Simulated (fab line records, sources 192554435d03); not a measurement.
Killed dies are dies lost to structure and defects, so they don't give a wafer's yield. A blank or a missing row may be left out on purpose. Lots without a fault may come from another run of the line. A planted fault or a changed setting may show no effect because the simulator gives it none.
A struck lot beside a sound one | flow n5_finfet | 39 steps out of a route of 1938
Sound: wafers L678.1, L678.3, L678.4. Struck: wafer L692.6. (L692.4, L692.5 of the same lot were not struck and are left out.) The cause comes at the end.
At each step with rows: each side's tool, then ch and its chambers, then its first start. Under that, the readings that differ: sound wafers | struck wafers | difference of the means | sigmas: that difference in standard deviations of wafers without a fault.
alike: readings whose means differ by less than 2 such deviations, and words and numbers that are the same on both sides. not compared: withheld readings, readings that some wafer has no value for, bounds like >300 that may hide the same value, and numbers for which the record gives no deviation and whose values overlap.
The two part at a step that has a row with sigmas, a row that says differs or no value, or rows on one side only. Numbers that don't overlap but have no deviation are shown without sigmas and don't part them. A reading that every wafer of one side lacks parts them only if that side has two wafers or more.

first, 11 steps without rows for these wafers: N5_BEOL_M4_ANNEAL_89 (time 240 s); N5_BEOL_M4_SPUTTER_90 (material Cu, target thk 4.5 nm, time 8.29 s); N5_BEOL_M4_ANNEAL_91 (time 240 s); N5_BEOL_M4_SPUTTER_92 (material Cu, target thk 4.5 nm, time 8.29 s); N5_BEOL_M4_ANNEAL_93 (time 240 s); N5_BEOL_M4_SPUTTER_94 (material Cu, target thk 4.5 nm, time 8.29 s); N5_BEOL_M4_ANNEAL_95 (time 240 s); N5_BEOL_M4_SPUTTER_96 (material Cu, target thk 4.5 nm, time 8.29 s); N5_BEOL_M4_ECD_50 (material Cu, target thk 300 nm); N5_BEOL_M4_ANNEAL_51 (time 90 s); N5_BEOL_M4_CMP_52 (polishes, stops on SiOC, t overpolish 6.8 s, target thk 40 nm).
N5_BEOL_M4_PRE_CLEAN_60: time 15 s.
  sound on cvd_co-02 ch 1,2, day 9 16:42; struck on cvd_co-02 ch 0, day 13 05:20
  alike: heater_power_w, rf_fwd_power_W
  not compared: susceptor_temp_C
then, 3 steps without rows for these wafers: N5_BEOL_M4_CO_CAP_55 (material Co, precursor CCTBA/H2, target thk 2 nm, time 102.1 s); N5_BEOL_M4_PRE_CLEAN_56 (time 15 s); N5_BEOL_M4_DEP_57 (deposits SiCN from 3MS/NH3, target thk 8 nm, time 14 s).
N5_BEOL_M4_INSPECT_59: inspects for defects (darkfield).
  sound on defect_inspect-02, day 9 16:57; struck on defect_inspect-02, day 13 05:34
  reading          | sound     | struck | difference | sigmas
  raw_defect_count | 67 82 114 | 528    | +440       | +19
N5_BEOL_M4_RC_MEAS_101:
  sound on prober-02 ch 0, day 9 16:59; struck on prober-01 ch 0, day 13 06:04
  reading        | sound             | struck | difference | sigmas
  DIBL_N (mV/V)  | 39.1 38.6 37.9    | 34.7   | -3.8       | -2
  IOFF_N (nA/um) | 0.234 0.235 0.209 | 0.125  | -0.101     | -3
  IOFF_P (nA/um) | 0.29 0.27 0.25    | 0.18   | -0.09      | -3
  ION_N (uA/um)  | 694 696 691       | 656    | -38        | -3
  ION_P (uA/um)  | 471 471 466       | 449    | -20        | -2
  VT_N (mV)      | 244 241 244       | 257    | +14        | +4
  VT_P (mV)      | -245 -244 -244    | -253   | -9         | -2
  alike: DIBL_P, SS_N, SS_P
then, 13 steps without rows for these wafers: N5_BEOL_M5_ILD_DEP_00 (deposits SiCOH lowk from DEMS/porogen, target thk 140.64 nm, time 25.9 s); N5_BEOL_M5_CURE_79 (cures SiCOH lowk, time 240 s); N5_BEOL_M5_PECVD_70 (deposits SiO2 from TEOS/O2, target thk 16 nm, time 18 s); N5_BEOL_M5_HM_DEP_02 (deposits TiN, target thk 20 nm); N5_BEOL_M5_COAT_59 (time 60 s, resist thk 60 nm); N5_BEOL_M5_COAT_60 (time 60 s, resist thk 12 nm); N5_BEOL_M5_COAT_71 (time 60 s, resist thk 5 nm); N5_BEOL_M5_COAT_05 (resist thk 30 nm); N5_BEOL_M5_EBR_07; N5_BEOL_M5_SOFTBAKE_06 (time 60 s); N5_BEOL_M5_EXPOSE_08 (exposes mask M5, target cd 28 nm); N5_BEOL_M5_PEB_09 (peb time 60 s); N5_BEOL_M5_DEVELOP_10 (develop time 30 s).
N5_BEOL_M5_INSPECT_13: inspects for defects (brightfield).
  sound on defect_inspect-01, day 9 19:38; struck on defect_inspect-02, day 13 08:53
  reading          | sound       | struck | difference | sigmas
  raw_defect_count | 274 416 412 | 856    | +489       | +5
then, 6 steps without rows for these wafers: N5_BEOL_M5_DESCUM_16 (chemistry O2, time 7 s); N5_BEOL_M5_ETCH_72 (etches underlayer in N2/H2, target depth 6.5 nm, time 5.2 s); N5_BEOL_M5_ETCH_61 (etches SiARC in CF4, target depth 15.6 nm, time 26 s); N5_BEOL_M5_ETCH_62 (etches SOC in N2/H2, target depth 75 nm, overetch 15 nm, time 112.5 s); N5_BEOL_M5_STRIP_63 (strips in N2/H2); N5_BEOL_M5_STRIP_73 (strips in N2/H2).
N5_BEOL_M5_INSPECT_30: inspects for defects (brightfield).
  sound on defect_inspect-01, day 10 00:28; struck on defect_inspect-01, day 13 09:59
  reading          | sound       | struck | difference | sigmas
  raw_defect_count | 280 444 401 | 818    | +443       | +5
-- the record jumps here: 4 days lie between the struck wafers' starts before and after (it left off in module BEOL_M5 and takes up again in module PASSIVATION, whose first step shown is number 1936 of the route) --
N5_PASSIVATION_PROBE_49:
  the record has rows for the struck wafers here (prober-02, day 17 13:41) and none for the sound ones

WHERE THEY PART
First at N5_BEOL_M4_INSPECT_59; last, within this record, at N5_PASSIVATION_PROBE_49.

WHY: what the simulator had put in
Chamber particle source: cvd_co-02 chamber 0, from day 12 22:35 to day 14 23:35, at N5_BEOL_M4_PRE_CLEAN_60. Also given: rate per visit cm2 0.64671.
